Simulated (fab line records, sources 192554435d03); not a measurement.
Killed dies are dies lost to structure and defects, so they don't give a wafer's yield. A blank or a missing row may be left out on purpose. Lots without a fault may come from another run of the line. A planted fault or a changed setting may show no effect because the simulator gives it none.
A struck lot beside a sound one | flow n5_finfet | 22 steps out of a route of 1938
Sound: wafers L909.2, L909.4, L909.6. Struck: wafer L924.5. (L924.1 of the same lot was not struck and is left out.) The cause comes at the end.
At each step with rows: each side's tool, then ch and its chambers, then its first start. Under that, the readings that differ: sound wafers | struck wafers | difference of the means | sigmas: that difference in standard deviations of wafers without a fault.
alike: readings whose means differ by less than 2 such deviations, and words and numbers that are the same on both sides. not compared: withheld readings, readings that some wafer has no value for, bounds like >300 that may hide the same value, and numbers for which the record gives no deviation and whose values overlap.
The two part at a step that has a row with sigmas, a row that says differs or no value, or rows on one side only. Numbers that don't overlap but have no deviation are shown without sigmas and don't part them. A reading that every wafer of one side lacks parts them only if that side has two wafers or more.

N5_WELL_APT_CD_MEAS_08: target cd 200 nm.
  sound on cd_sem-02 ch 0, day 1 14:01; struck on cd_sem-02 ch 0, day 5 07:41
  alike: cd_nm
N5_WELL_APT_OVL_MEAS_09:
  sound on overlay-02 ch 0, day 1 14:02; struck on overlay-01 ch 0, day 5 07:43
  alike: NWELL_OVL
N5_WELL_APT_INSPECT_10: inspects for defects (macro).
  sound on defect_inspect-02, day 1 14:04; struck on defect_inspect-01, day 5 07:44
  alike: raw_defect_count
N5_WELL_APT_DESCUM_13: chemistry O2, time 7.9 s.
  sound on rie_diel-05 ch 2,3, day 1 14:11; struck on rie_diel-03 ch 1, day 5 07:46
  alike: drypump_motor_current_A, oes_product_au, rf_vpp_V, showerhead_plenum_p_Torr, throttle_valve_pct
  not compared: rf_hours_counter_h
then, 8 steps without rows for these wafers: N5_WELL_APT_IMPLANT_14; N5_WELL_APT_IMPLANT_15; N5_WELL_APT_STRIP_16 (strips in SPM, time 900 s); N5_WELL_APT_HMDS_18 (time 60 s); N5_WELL_APT_COAT_19 (resist thk 950 nm); N5_WELL_APT_EBR_21; N5_WELL_APT_SOFTBAKE_20 (time 60 s); N5_WELL_APT_EXPOSE_22 (exposes mask PWELL, defocus 0 nm, target cd 200 nm).
N5_WELL_APT_PEB_23: peb time 90 s.
  sound on litho_track-05 ch 0, day 1 15:14; struck on litho_track-04 ch 0, day 5 09:04
then, 2 steps without rows for these wafers: N5_WELL_APT_DEVELOP_24 (develop time 45 s); N5_WELL_APT_HARDBAKE_29 (time 120 s).
N5_WELL_APT_CD_MEAS_25: target cd 200 nm.
  sound on cd_sem-01 ch 0, day 1 15:21; struck on cd_sem-01 ch 0, day 5 09:11
  reading    | sound             | struck | difference | sigmas
  cd_nm (nm) | 197.4 194.7 196.4 | 205.4  | +9.2       | +4
N5_WELL_APT_OVL_MEAS_26:
  sound on overlay-02 ch 0, day 1 15:23; struck on overlay-02 ch 0, day 5 09:13
  alike: PWELL_OVL
N5_WELL_APT_INSPECT_27: inspects for defects (macro).
  sound on defect_inspect-01, day 1 15:24; struck on defect_inspect-01, day 5 09:14
  alike: raw_defect_count
N5_WELL_APT_DESCUM_30: chemistry O2, time 7.9 s.
  sound on rie_diel-01 ch 1,2, day 1 15:30; struck on rie_diel-03 ch 2, day 5 09:17
  reading                         | sound             | struck | difference | sigmas
  showerhead_plenum_p_Torr (Torr) | 2.24 2.14 2.14    | 2.01   | -0.16      | -2
  model.WELL_APT.cd_nm (nm)       | 197.3 194.4 196.3 | 205.2  | +9.2       |
  alike: drypump_motor_current_A, oes_product_au, rf_vpp_V, throttle_valve_pct
  not compared: rf_hours_counter_h
then, 1 step without rows for these wafers: N5_WELL_APT_IMPLANT_31.
-- the record jumps here: 6 days lie between the struck wafers' starts before and after (it left off in module WELL_APT and takes up again in module BEOL_M4, whose first step shown is number 1111 of the route) --
N5_BEOL_M4_RC_MEAS_101:
  sound on prober-01 ch 0, day 8 15:38; struck on prober-02 ch 0, day 11 20:39
  alike: DIBL_N, DIBL_P, IOFF_N, IOFF_P, ION_N, ION_P, SS_N, SS_P, VT_N, VT_P
then, 1 step without rows for these wafers: N5_PASSIVATION_PROBE_49.

WHERE THEY PART
First at N5_WELL_APT_CD_MEAS_25; last, within this record, at N5_WELL_APT_DESCUM_30. Later steps at which nothing parts them and some readings are alike: N5_BEOL_M4_RC_MEAS_101.

WHY: what the simulator had put in
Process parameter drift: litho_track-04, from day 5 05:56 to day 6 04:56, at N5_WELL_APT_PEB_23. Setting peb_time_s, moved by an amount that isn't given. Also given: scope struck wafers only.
